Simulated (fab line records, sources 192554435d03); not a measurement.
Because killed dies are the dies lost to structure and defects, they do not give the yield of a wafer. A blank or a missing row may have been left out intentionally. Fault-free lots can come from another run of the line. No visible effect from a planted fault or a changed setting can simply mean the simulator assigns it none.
The tool behind it: which one? | flow n5Finfet | 8 lots with 24 wafers sampled at 7 steps, on a route of 1938 steps

== WHAT THE GAUGES READ, wafer by wafer ==
N5_MOL_CONTACT_COAG_CD_MEAS_08 targets a cd of 28 nm.
lot  | measured     | on       | cdNm (nm)
L187 | day 4 15:23  | cdSem-03 | 27.84 27.92 27.99
L188 | day 4 21:13  | cdSem-02 | 28.02 28.10 28.40
L189 | day 5 08:32  | cdSem-02 | 27.43 27.54 28.32
L196 | day 6 20:59  | cdSem-02 | 29.42 29.22 29.28
L200 | day 7 20:58  | cdSem-03 | 28.97 29.36 29.01
L204 | day 9 03:54  | cdSem-02 | 28.22 28.15 28.18
L209 | day 10 07:25 | cdSem-01 | 27.76 28.17 27.65
L210 | day 10 11:17 | cdSem-01 | 27.90 28.09 28.16

N5_MOL_CONTACT_COAG_OVL_MEAS_09.
lot  | measured     | on         | CA_OVL (nm)
L187 | day 4 15:25  | overlay-01 | 0.9 0.0 0.0
L188 | day 4 21:15  | overlay-02 | -0.6 0.0 -0.3
L189 | day 5 08:35  | overlay-01 | -0.7 -0.9 -0.9
L196 | day 6 21:01  | overlay-01 | 0.3 0.3 0.3
L200 | day 7 21:00  | overlay-01 | -0.9 0.4 -0.1
L204 | day 9 03:56  | overlay-01 | -0.4 0.0 0.2
L209 | day 10 07:27 | overlay-01 | 0.0 -0.4 -0.8
L210 | day 10 11:19 | overlay-01 | 0.2 0.0 -0.7

N5_MOL_CONTACT_COAG_CD_MEAS_99 targets a cd of 17.2 nm.
lot  | measured     | on       | cdNm (nm)
L187 | day 4 16:25  | cdSem-02 | 17.55 17.42 16.88
L188 | day 4 21:44  | cdSem-02 | 16.96 17.23 17.39
L189 | day 5 09:04  | cdSem-01 | 17.41 17.27 17.23
L196 | day 6 21:45  | cdSem-02 | 18.53 18.49 18.34
L200 | day 7 21:29  | cdSem-01 | 18.44 17.70 18.38
L204 | day 9 04:41  | cdSem-02 | 17.14 17.59 17.21
L209 | day 10 08:33 | cdSem-01 | 17.06 17.43 16.99
L210 | day 10 11:48 | cdSem-02 | 17.11 17.08 16.75

N5_BEOL_M4_RC_MEAS_101.
lot  | measured     | on        | DIBL_N (mV/V)  | DIBL_P (mV/V)  | IOFF_N (nA/um)    | IOFF_P (nA/um)    | ION_N (uA/um) | ION_P (uA/um) | RC_DENSE_N (ohm.um) | RC_DENSE_P (ohm.um) | RC_N (ohm.um)     | RC_P (ohm.um)  | SS_N (mV/dec)  | SS_P (mV/dec)  | VT_N (mV)         | VT_P (mV)
L187 | day 7 20:11  | prober-02 | 36.5 37.0 37.2 | 35.4 36.7 36.3 | 0.134 0.155 0.149 | 0.171 0.186 0.185 | 664 688 660   | 453 458 451   | 18.8 19.0 19.3      | 23.4 24.1 24.4      | 15.24 15.66 15.88 | 19.2 19.4 19.7 | 71.2 70.7 70.8 | 73.7 73.7 73.2 | 250.4 248.1 251.0 | -256.0 -253.7 -256.5
L188 | day 8 09:56  | prober-01 | 37.4 38.5 36.1 | 35.4 37.0 33.7 | 0.145 0.171 0.129 | 0.213 0.250 0.190 | 671 678 659   | 465 470 459   | 19.0 19.3 19.2      | 24.1 24.2 24.1      | 15.52 15.85 15.61 | 19.6 19.6 19.6 | 70.9 71.7 71.3 | 73.9 74.0 73.2 | 251.9 249.3 254.3 | -249.3 -245.5 -250.1
L189 | day 8 12:26  | prober-02 | 35.8 36.0 35.8 | 37.5 37.2 36.9 | 0.165 0.168 0.166 | 0.224 0.219 0.208 | 677 682 687   | 471 467 467   | 19.4 18.8 18.5      | 23.7 23.5 23.1      | 15.57 15.37 15.12 | 19.4 19.1 18.9 | 71.8 71.8 70.9 | 73.8 73.6 73.2 | 249.6 247.4 248.3 | -249.5 -249.8 -250.5
L196 | day 10 00:44 | prober-01 | 38.2 38.7 38.6 | 35.8 36.1 36.6 | 0.172 0.184 0.187 | 0.221 0.239 0.254 | 676 683 677   | 460 471 466   | 17.2 17.3 17.1      | 21.4 21.5 21.5      | 13.99 14.11 14.02 | 17.5 17.5 17.5 | 72.2 72.0 71.8 | 73.0 73.4 73.6 | 249.4 246.6 245.5 | -249.3 -247.6 -248.3
L200 | day 11 04:34 | prober-01 | 31.7 33.6 34.8 | 32.8 35.4 36.4 | 0.103 0.128 0.140 | 0.155 0.193 0.198 | 654 666 673   | 452 466 471   | 18.0 17.9 17.7      | 22.5 22.2 22.0      | 14.74 14.59 14.46 | 18.4 18.0 17.9 | 70.7 70.8 70.8 | 71.8 72.8 73.1 | 256.0 252.9 250.1 | -251.5 -250.6 -249.8
L204 | day 12 08:25 | prober-01 | 37.9 36.9 38.5 | 38.7 37.5 39.4 | 0.222 0.207 0.247 | 0.244 0.225 0.256 | 696 697 703   | 468 468 469   | 18.4 18.8 18.4      | 22.8 23.2 22.8      | 15.03 15.43 15.00 | 18.5 18.8 18.6 | 72.3 71.7 71.3 | 73.6 74.4 74.2 | 246.7 245.8 242.5 | -248.5 -249.9 -246.1
L209 | day 13 16:01 | prober-02 | 35.5 36.0 36.3 | 35.8 36.8 36.5 | 0.140 0.158 0.155 | 0.200 0.221 0.216 | 660 670 665   | 457 465 464   | 18.9 18.9 19.2      | 23.7 23.6 23.9      | 15.57 15.50 15.66 | 19.4 19.3 19.4 | 71.3 72.0 71.7 | 72.4 73.2 72.3 | 250.5 249.4 251.5 | -249.5 -250.0 -250.7
L210 | day 13 15:23 | prober-02 | 37.4 36.6 37.8 | 37.1 36.1 36.8 | 0.184 0.164 0.174 | 0.225 0.212 0.218 | 675 674 678   | 464 457 459   | 18.8 18.7 19.2      | 23.7 23.8 24.1      | 15.36 15.40 15.63 | 19.3 19.4 19.8 | 71.4 71.6 71.2 | 73.8 73.7 74.1 | 246.9 251.0 249.6 | -250.5 -251.4 -249.9

== EACH LOT AND THE TOOL THAT RAN IT (in order: tool; ch and the chambers of the sampled wafers; start) ==
lot  | N5_GATE_CUT_ETCH_47              | N5_MOL_CONTACT_COAG_EXPOSE_05    | N5_MOL_CONTACT_COAG_ETCH_105
L187 | rieMetal-01 ch 0,1, day 4 12:16  | euvScanner-01 ch 0, day 4 15:15  | rieDiel-02 ch 0,1,2, day 4 16:05
L188 | rieMetal-01 ch 0,1, day 4 17:50  | euvScanner-01 ch 0, day 4 21:05  | rieDiel-04 ch 1,2,3, day 4 21:24
L189 | rieMetal-02 ch 0,1, day 5 05:18  | euvScanner-02 ch 0, day 5 08:25  | rieDiel-04 ch 0,1, day 5 08:43
L196 | rieMetal-03 ch 0, day 6 17:46    | euvScanner-01 ch 0, day 6 20:52  | rieDiel-01 ch 1,2,3, day 6 21:25
L200 | rieMetal-03 ch 0,1, day 7 17:35  | euvScanner-01 ch 0, day 7 20:50  | rieDiel-01 ch 1,2,3, day 7 21:08
L204 | rieMetal-03 ch 0,1, day 8 21:03  | euvScanner-02 ch 0, day 9 03:47  | rieDiel-02 ch 1,3, day 9 04:20
L209 | rieMetal-01 ch 0,1, day 10 04:10 | euvScanner-02 ch 0, day 10 07:17 | rieDiel-04 ch 1,2, day 10 08:13
L210 | rieMetal-01 ch 0,1, day 10 08:10 | euvScanner-02 ch 0, day 10 11:10 | rieDiel-04 ch 0,2, day 10 11:27
- N5_GATE_CUT_ETCH_47: etches SiO2 in Cl2/BCl3, target depth 10 nm.
- N5_MOL_CONTACT_COAG_EXPOSE_05: exposes mask CA, defocus 0 nm.
- N5_MOL_CONTACT_COAG_ETCH_105: etches SiARC in CF4, target depth 15.6 nm, time 26 s.

== WHAT THE TOOLS THEMSELVES READ (means of the sampled wafers that have a number; where no wafer has one, the mark that the record gives instead) ==
N5_GATE_CUT_ETCH_47.
lot  | tool        | bcl3FlowSccm (sccm) | drypumpMotorCurrentA (A) | oesProductAu (a.u.) | rfFwdPowerW (W) | throttleValvePct (%)
L187 | rieMetal-01 | 21.75               | 5.8                      | 0.79                | 986             | 22.82
L188 | rieMetal-01 | 21.75               | 5.9                      | 0.73                | 982             | 22.89
L189 | rieMetal-02 | 21.71               | 6.5                      | 0.83                | 980             | 22.63
L196 | rieMetal-03 | 21.71               | 6.2                      | 0.78                | 982             | 22.70
L200 | rieMetal-03 | 21.69               | 5.6                      | 0.90                | 979             | 22.83
L204 | rieMetal-03 | 21.71               | 5.6                      | 0.89                | 982             | 22.84
L209 | rieMetal-01 | 21.78               | 5.9                      | 0.71                | 980             | 22.91
L210 | rieMetal-01 | 21.69               | 5.9                      | 0.70                | 980             | 22.91

N5_MOL_CONTACT_COAG_EXPOSE_05.
lot  | tool          | exposureDoseMJCm2
L187 | euvScanner-01 | 38.31
L188 | euvScanner-01 | 38.28
L189 | euvScanner-02 | 38.18
L196 | euvScanner-01 | 40.57
L200 | euvScanner-01 | 40.12
L204 | euvScanner-02 | 38.19
L209 | euvScanner-02 | 38.20
L210 | euvScanner-02 | 38.18

N5_MOL_CONTACT_COAG_ETCH_105.
lot  | tool       | drypumpMotorCurrentA (A) | etchRfOnTimeS (s) | oesProductAu (a.u.) | rfFwdPowerW (W) | rfVppV (V) | showerheadPlenumPTorr (Torr) | throttleValvePct (%)
L187 | rieDiel-02 | 5.3                      | 26.3              | 0.63                | 532.0           | 184.1      | 2.11                         | 15.84
L188 | rieDiel-04 | 5.3                      | 26.2              | 0.64                | 531.1           | 184.9      | 2.16                         | 15.88
L189 | rieDiel-04 | 5.2                      | 25.8              | 0.76                | 533.8           | 185.0      | 2.17                         | 15.70
L196 | rieDiel-01 | 6.0                      | 25.5              | 0.74                | 529.6           | 184.4      | 2.20                         | 15.61
L200 | rieDiel-01 | 5.9                      | 25.7              | 0.72                | 530.8           | 183.9      | 2.19                         | 15.63
L204 | rieDiel-02 | 5.0                      | 25.9              | 0.67                | 531.7           | 183.6      | 2.13                         | 15.57
L209 | rieDiel-04 | 5.0                      | 26.4              | 0.63                | 532.2           | 183.2      | 2.13                         | 15.89
L210 | rieDiel-04 | 5.5                      | 25.4              | 0.75                | 533.2           | 184.8      | 2.18                         | 15.73

== THE ANSWER, worked out from the rows above alone ==
Rule: the lots themselves supply what counts as usual. The widest of any qualifying gaps counts: lots, ordered by their means at a reading, are off when they make up no more than a third of the lots, leave a main group of 4 or more, and stand apart from it by 3 or more times the standard deviation of that group's means. A main group is skipped when, at the precision printed for the reading in the tables above, its means are all equal. Also off: a lot with no number at a reading for which 4 or more lots have one. Any other lot the step has rows for is counted as sound. Order of review: gauges by route order, followed by the tools' own readings, for which a lot's mean as printed above is used. At the first step where some lot is off, the reading lying furthest off is the one used; lots without a number count as furthest.
Off: L196, L200, at N5_MOL_CONTACT_COAG_CD_MEAS_08 (cdNm). The main group has a mean of 27.99 nm with a standard deviation of 0.16.
A tool fits if, at a process step before that reading, it ran every lot that is off, and no sound lot after the first of them. Not tried: the gauges at N5_MOL_CONTACT_COAG_CD_MEAS_08; whatever is off there is also off at N5_BEOL_M4_RC_MEAS_101, on other tools, and gauge error can't account for it. One candidate fits, namely euvScanner-01 at N5_MOL_CONTACT_COAG_EXPOSE_05. A fault onset in the window from L188 (day 4 21:05, its last sound lot) to L196 (day 6 20:52, its first lot off) fits.
On the lots that are off, the tool's own readings at N5_MOL_CONTACT_COAG_EXPOSE_05 differ by more than 5 times the standard deviation of the sound lots' means, which bears it out; exposureDoseMJCm2 reads 40.34 there versus 38.22 on the sound lots.

== WHAT THE SIMULATOR PUT IN ==
Process parameters drifting: euvScanner-01 at N5_MOL_CONTACT_COAG_EXPOSE_05, beginning at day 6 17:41. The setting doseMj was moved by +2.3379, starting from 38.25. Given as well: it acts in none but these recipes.
Shown lots that were struck: L196, L200. The rule given above showed the same thing.
